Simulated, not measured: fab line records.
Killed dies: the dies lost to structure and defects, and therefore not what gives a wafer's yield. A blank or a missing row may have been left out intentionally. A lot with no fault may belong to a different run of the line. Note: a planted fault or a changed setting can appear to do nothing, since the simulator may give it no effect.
The tool behind it: which one? / flow nand harc / 34 wafers from 13 lots sampled at 5 of the route's 1159 steps

WHAT EACH GAUGE READ, for each wafer
NHARC_END_SORT_01. Usual: killed at array 27, standard deviation 11; killed at other 0.6, standard deviation 1; killed at periphery 3.0, standard deviation 2.1; killed dies 31, standard deviation 12; killed open 3.2, standard deviation 1.7; killed short 1.7, standard deviation 1.4.
lot=L204; measured=day 21 14:08; on=prober-01; killed at array=14; killed at other=1; killed at periphery=3; killed dies=18; killed open=3; killed short=0; flag=
lot=L205; measured=day 22 02:11; on=prober-02; killed at array=29 28; killed at other=1 0; killed at periphery=3 7; killed dies=33 35; killed open=2 3; killed short=3 3; flag=
lot=L215; measured=day 23 21:19; on=prober-01; killed at array=39 57 46; killed at other=0 0 1; killed at periphery=2 1 3; killed dies=41 58 50; killed open=3 5 4; killed short=1 3 1; flag=
lot=L217; measured=day 24 12:21; on=prober-01; killed at array=49 50 45; killed at other=0 1 0; killed at periphery=6 2 5; killed dies=55 53 50; killed open=5 2 6; killed short=1 3 2; flag=

EACH LOT AND THE TOOL THAT RAN IT (in order: tool; ch and the chambers of the sampled wafers; start)
lot=L197; NHARC_A_CONTACT_ETCH_48=rie diel-12 ch 0,2, day 16 05:04; NHARC_A_CONTACT_ETCH_114=har cap etch-01 ch 0,1, day 16 06:38; NHARC_A_CONTACT_ETCH_115=har cap etch-01 ch 0,1, day 16 06:44; NHARC_A_CONTACT_ETCH_117=har cap etch-01 ch 0,1, day 16 06:55
lot=L200; NHARC_A_CONTACT_ETCH_48=rie diel-01 ch 0,1,2, day 16 16:40; NHARC_A_CONTACT_ETCH_114=har cap etch-02 ch 0,1, day 16 18:12; NHARC_A_CONTACT_ETCH_115=har cap etch-02 ch 0,1, day 16 18:17; NHARC_A_CONTACT_ETCH_117=har cap etch-02 ch 0,1, day 16 18:28
lot=L198; NHARC_A_CONTACT_ETCH_48=rie diel-01 ch 1,3, day 16 18:18; NHARC_A_CONTACT_ETCH_114=har cap etch-03 ch 0,1, day 16 19:57; NHARC_A_CONTACT_ETCH_115=har cap etch-03 ch 0,1, day 16 20:02; NHARC_A_CONTACT_ETCH_117=har cap etch-03 ch 0,1, day 16 20:13
lot=L204; NHARC_A_CONTACT_ETCH_48=rie diel-02 ch 1, day 18 09:29; NHARC_A_CONTACT_ETCH_114=har cap etch-02 ch 0, day 18 11:05; NHARC_A_CONTACT_ETCH_115=har cap etch-02 ch 0, day 18 11:10; NHARC_A_CONTACT_ETCH_117=har cap etch-02 ch 0, day 18 11:22
lot=L206; NHARC_A_CONTACT_ETCH_48=rie diel-02 ch 2, day 18 11:37; NHARC_A_CONTACT_ETCH_114=har cap etch-03 ch 0, day 18 13:10; NHARC_A_CONTACT_ETCH_115=har cap etch-03 ch 0, day 18 13:16; NHARC_A_CONTACT_ETCH_117=har cap etch-03 ch 0, day 18 13:26
lot=L205; NHARC_A_CONTACT_ETCH_48=rie diel-02 ch 1,3, day 18 21:12; NHARC_A_CONTACT_ETCH_114=har cap etch-02 ch 0,1, day 18 22:56; NHARC_A_CONTACT_ETCH_115=har cap etch-02 ch 0,1, day 18 23:02; NHARC_A_CONTACT_ETCH_117=har cap etch-02 ch 0,1, day 18 23:13
lot=L211; NHARC_A_CONTACT_ETCH_48=rie diel-01 ch 0,3, day 20 08:56; NHARC_A_CONTACT_ETCH_114=har cap etch-03 ch 0,1, day 20 10:29; NHARC_A_CONTACT_ETCH_115=har cap etch-03 ch 0,1, day 20 10:35; NHARC_A_CONTACT_ETCH_117=har cap etch-03 ch 0,1, day 20 10:46
lot=L215; NHARC_A_CONTACT_ETCH_48=rie diel-01 ch 0,1,3, day 20 18:47; NHARC_A_CONTACT_ETCH_114=har cap etch-02 ch 0,1, day 20 20:22; NHARC_A_CONTACT_ETCH_115=har cap etch-02 ch 0,1, day 20 20:27; NHARC_A_CONTACT_ETCH_117=har cap etch-02 ch 0,1, day 20 20:38
lot=L217; NHARC_A_CONTACT_ETCH_48=rie diel-01 ch 0,1,3, day 21 11:45; NHARC_A_CONTACT_ETCH_114=har cap etch-01 ch 0,1, day 21 13:26; NHARC_A_CONTACT_ETCH_115=har cap etch-01 ch 0,1, day 21 13:31; NHARC_A_CONTACT_ETCH_117=har cap etch-01 ch 0,1, day 21 13:42
lot=L216; NHARC_A_CONTACT_ETCH_48=rie diel-02 ch 0,2,3, day 21 13:56; NHARC_A_CONTACT_ETCH_114=har cap etch-02 ch 0,1, day 21 15:29; NHARC_A_CONTACT_ETCH_115=har cap etch-02 ch 0,1, day 21 15:35; NHARC_A_CONTACT_ETCH_117=har cap etch-02 ch 0,1, day 21 15:46
lot=L218; NHARC_A_CONTACT_ETCH_48=rie diel-02 ch 1,2, day 21 18:28; NHARC_A_CONTACT_ETCH_114=har cap etch-01 ch 0, day 21 20:32; NHARC_A_CONTACT_ETCH_115=har cap etch-01 ch 0, day 21 20:37; NHARC_A_CONTACT_ETCH_117=har cap etch-01 ch 0, day 21 20:48
lot=L219; NHARC_A_CONTACT_ETCH_48=rie diel-01 ch 0,2,3, day 22 13:44; NHARC_A_CONTACT_ETCH_114=har cap etch-03 ch 0, day 22 15:25; NHARC_A_CONTACT_ETCH_115=har cap etch-03 ch 0, day 22 15:32; NHARC_A_CONTACT_ETCH_117=har cap etch-03 ch 0, day 22 15:46
lot=L220; NHARC_A_CONTACT_ETCH_48=rie diel-01 ch 0,1, day 23 02:04; NHARC_A_CONTACT_ETCH_114=har cap etch-01 ch 0,1, day 23 03:39; NHARC_A_CONTACT_ETCH_115=har cap etch-01 ch 0,1, day 23 03:44; NHARC_A_CONTACT_ETCH_117=har cap etch-01 ch 0,1, day 23 03:55
- NHARC_A_CONTACT_ETCH_48: etches the open film in CF4, target depth 39 nm, time 65 s.
- NHARC_A_CONTACT_ETCH_114: etches the open film in C4F8/O2/Ar, time 94 s, target depth 922 nm.
- NHARC_A_CONTACT_ETCH_115: etches the open film in C4F8/O2/Ar, time 94 s, target depth 922 nm.
- NHARC_A_CONTACT_ETCH_117: etches the open film in C4F8/O2/Ar, time 94 s, target depth 922 nm.

WHAT THE TOOLS THEMSELVES READ (means of the sampled wafers that have a number; where no wafer has one, the mark that the record gives instead)
NHARC_A_CONTACT_ETCH_48. Usual: chamber pressure mTorr 50.00 mTorr, standard deviation 0.044; drypump motor current A 5.9 A, standard deviation 0.55; oes product au 0.999 a.u., standard deviation 0.0095; rf fwd power W 296.8 W, standard deviation 1.1; rf vpp V 151.3 V, standard deviation 1.1; run length s 86.4 s, standard deviation 0.6; showerhead plenum p Torr 1.77 Torr, standard deviation 0.065; throttle valve pct 13.284 %, standard deviation 0.0095.
lot=L197; tool=rie diel-12; chamber pressure mTorr (mTorr)=50.02; drypump motor current A (A)=6.0; oes product au (a.u.)=0.994; rf fwd power W (W)=297.8; rf vpp V (V)=149.6; run length s (s)=86.8; showerhead plenum p Torr (Torr)=1.70; throttle valve pct (%)=13.285; flag=
lot=L200; tool=rie diel-01; chamber pressure mTorr (mTorr)=49.98; drypump motor current A (A)=5.4; oes product au (a.u.)=1.003; rf fwd power W (W)=297.2; rf vpp V (V)=151.2; run length s (s)=86.3; showerhead plenum p Torr (Torr)=1.77; throttle valve pct (%)=13.280; flag=
lot=L198; tool=rie diel-01; chamber pressure mTorr (mTorr)=50.02; drypump motor current A (A)=5.9; oes product au (a.u.)=0.998; rf fwd power W (W)=297.4; rf vpp V (V)=151.4; run length s (s)=85.5; showerhead plenum p Torr (Torr)=1.76; throttle valve pct (%)=13.284; flag=
lot=L204; tool=rie diel-02; chamber pressure mTorr (mTorr)=50.01; drypump motor current A (A)=6.7; oes product au (a.u.)=0.999; rf fwd power W (W)=295.7; rf vpp V (V)=151.0; run length s (s)=89.1; showerhead plenum p Torr (Torr)=1.73; throttle valve pct (%)=13.301; flag=OFF
lot=L206; tool=rie diel-02; chamber pressure mTorr (mTorr)=50.04; drypump motor current A (A)=5.4; oes product au (a.u.)=1.001; rf fwd power W (W)=297.8; rf vpp V (V)=153.2; run length s (s)=86.5; showerhead plenum p Torr (Torr)=1.90; throttle valve pct (%)=13.269; flag=
lot=L205; tool=rie diel-02; chamber pressure mTorr (mTorr)=49.96; drypump motor current A (A)=6.4; oes product au (a.u.)=1.002; rf fwd power W (W)=295.8; rf vpp V (V)=152.2; run length s (s)=86.7; showerhead plenum p Torr (Torr)=1.77; throttle valve pct (%)=13.284; flag=
lot=L211; tool=rie diel-01; chamber pressure mTorr (mTorr)=50.03; drypump motor current A (A)=6.0; oes product au (a.u.)=0.999; rf fwd power W (W)=296.7; rf vpp V (V)=149.7; run length s (s)=86.0; showerhead plenum p Torr (Torr)=1.72; throttle valve pct (%)=13.293; flag=
lot=L215; tool=rie diel-01; chamber pressure mTorr (mTorr)=49.93; drypump motor current A (A)=5.8; oes product au (a.u.)=0.991; rf fwd power W (W)=296.8; rf vpp V (V)=150.7; run length s (s)=86.2; showerhead plenum p Torr (Torr)=1.76; throttle valve pct (%)=13.284; flag=
lot=L217; tool=rie diel-01; chamber pressure mTorr (mTorr)=49.99; drypump motor current A (A)=5.8; oes product au (a.u.)=0.991; rf fwd power W (W)=297.8; rf vpp V (V)=151.1; run length s (s)=86.1; showerhead plenum p Torr (Torr)=1.76; throttle valve pct (%)=13.284; flag=
lot=L216; tool=rie diel-02; chamber pressure mTorr (mTorr)=50.04; drypump motor current A (A)=6.0; oes product au (a.u.)=0.995; rf fwd power W (W)=297.0; rf vpp V (V)=151.6; run length s (s)=86.6; showerhead plenum p Torr (Torr)=1.80; throttle valve pct (%)=13.285; flag=
lot=L218; tool=rie diel-02; chamber pressure mTorr (mTorr)=50.02; drypump motor current A (A)=6.3; oes product au (a.u.)=1.002; rf fwd power W (W)=296.6; rf vpp V (V)=151.2; run length s (s)=86.7; showerhead plenum p Torr (Torr)=1.78; throttle valve pct (%)=13.283; flag=
lot=L219; tool=rie diel-01; chamber pressure mTorr (mTorr)=50.04; drypump motor current A (A)=5.6; oes product au (a.u.)=0.996; rf fwd power W (W)=297.6; rf vpp V (V)=150.9; run length s (s)=86.7; showerhead plenum p Torr (Torr)=1.72; throttle valve pct (%)=13.290; flag=
lot=L220; tool=rie diel-01; chamber pressure mTorr (mTorr)=50.02; drypump motor current A (A)=5.6; oes product au (a.u.)=1.003; rf fwd power W (W)=296.6; rf vpp V (V)=151.4; run length s (s)=86.6; showerhead plenum p Torr (Torr)=1.77; throttle valve pct (%)=13.289; flag=

NHARC_A_CONTACT_ETCH_114. Usual: chamber pressure mTorr reads 20.000 mTorr (standard deviation 0.018).
lot=L197; tool=har cap etch-01; chamber pressure mTorr (mTorr)=20.013; flag=
lot=L200; tool=har cap etch-02; chamber pressure mTorr (mTorr)=19.984; flag=
lot=L198; tool=har cap etch-03; chamber pressure mTorr (mTorr)=19.995; flag=
lot=L204; tool=har cap etch-02; chamber pressure mTorr (mTorr)=20.005; flag=
lot=L206; tool=har cap etch-03; chamber pressure mTorr (mTorr)=20.004; flag=
lot=L205; tool=har cap etch-02; chamber pressure mTorr (mTorr)=20.004; flag=
lot=L211; tool=har cap etch-03; chamber pressure mTorr (mTorr)=19.995; flag=
lot=L215; tool=har cap etch-02; chamber pressure mTorr (mTorr)=19.988; flag=
lot=L217; tool=har cap etch-01; chamber pressure mTorr (mTorr)=19.990; flag=
lot=L216; tool=har cap etch-02; chamber pressure mTorr (mTorr)=20.004; flag=
lot=L218; tool=har cap etch-01; chamber pressure mTorr (mTorr)=19.987; flag=
lot=L219; tool=har cap etch-03; chamber pressure mTorr (mTorr)=19.993; flag=
lot=L220; tool=har cap etch-01; chamber pressure mTorr (mTorr)=19.983; flag=

NHARC_A_CONTACT_ETCH_115. Usual: chamber pressure mTorr reads 19.999 mTorr (standard deviation 0.019).
lot=L197; tool=har cap etch-01; chamber pressure mTorr (mTorr)=19.990; flag=
lot=L200; tool=har cap etch-02; chamber pressure mTorr (mTorr)=20.001; flag=
lot=L198; tool=har cap etch-03; chamber pressure mTorr (mTorr)=19.980; flag=
lot=L204; tool=har cap etch-02; chamber pressure mTorr (mTorr)=19.979; flag=
lot=L206; tool=har cap etch-03; chamber pressure mTorr (mTorr)=20.009; flag=
lot=L205; tool=har cap etch-02; chamber pressure mTorr (mTorr)=20.016; flag=
lot=L211; tool=har cap etch-03; chamber pressure mTorr (mTorr)=20.014; flag=
lot=L215; tool=har cap etch-02; chamber pressure mTorr (mTorr)=19.990; flag=
lot=L217; tool=har cap etch-01; chamber pressure mTorr (mTorr)=20.022; flag=
lot=L216; tool=har cap etch-02; chamber pressure mTorr (mTorr)=19.994; flag=
lot=L218; tool=har cap etch-01; chamber pressure mTorr (mTorr)=20.003; flag=
lot=L219; tool=har cap etch-03; chamber pressure mTorr (mTorr)=20.006; flag=
lot=L220; tool=har cap etch-01; chamber pressure mTorr (mTorr)=19.993; flag=

NHARC_A_CONTACT_ETCH_117. Usual: chamber pressure mTorr reads 19.999 mTorr (standard deviation 0.018).
lot=L197; tool=har cap etch-01; chamber pressure mTorr (mTorr)=20.003; flag=
lot=L200; tool=har cap etch-02; chamber pressure mTorr (mTorr)=19.983; flag=
lot=L198; tool=har cap etch-03; chamber pressure mTorr (mTorr)=20.004; flag=
lot=L204; tool=har cap etch-02; chamber pressure mTorr (mTorr)=20.030; flag=
lot=L206; tool=har cap etch-03; chamber pressure mTorr (mTorr)=19.983; flag=
lot=L205; tool=har cap etch-02; chamber pressure mTorr (mTorr)=19.989; flag=
lot=L211; tool=har cap etch-03; chamber pressure mTorr (mTorr)=20.006; flag=
lot=L215; tool=har cap etch-02; chamber pressure mTorr (mTorr)=19.984; flag=
lot=L217; tool=har cap etch-01; chamber pressure mTorr (mTorr)=20.004; flag=
lot=L216; tool=har cap etch-02; chamber pressure mTorr (mTorr)=19.994; flag=
lot=L218; tool=har cap etch-01; chamber pressure mTorr (mTorr)=19.997; flag=
lot=L219; tool=har cap etch-03; chamber pressure mTorr (mTorr)=19.987; flag=
lot=L220; tool=har cap etch-01; chamber pressure mTorr (mTorr)=19.994; flag=

THE ANSWER, worked out from the rows above alone
Rule: lot off if the mean of its wafers having a number is beyond 3 standard deviations from the usual mean. Also off: a lot with no number at a reading for which 4 or more lots have one. Where the step has rows for the other lots, those lots are counted as sound. Order of review: gauges by route order, followed by the tools' own readings, for which a lot's mean as printed above is used. At the first step where some lot is off, the reading lying furthest off is the one used; lots without a number count as furthest.
Off: L204 (NHARC_A_CONTACT_ETCH_48, run length s).
A tool fits if, at that step or a process step before it, it ran every lot that is off, and no sound lot after the first of them. Not one of the candidates tried fits.

WHAT THE SIMULATOR HAD PUT IN
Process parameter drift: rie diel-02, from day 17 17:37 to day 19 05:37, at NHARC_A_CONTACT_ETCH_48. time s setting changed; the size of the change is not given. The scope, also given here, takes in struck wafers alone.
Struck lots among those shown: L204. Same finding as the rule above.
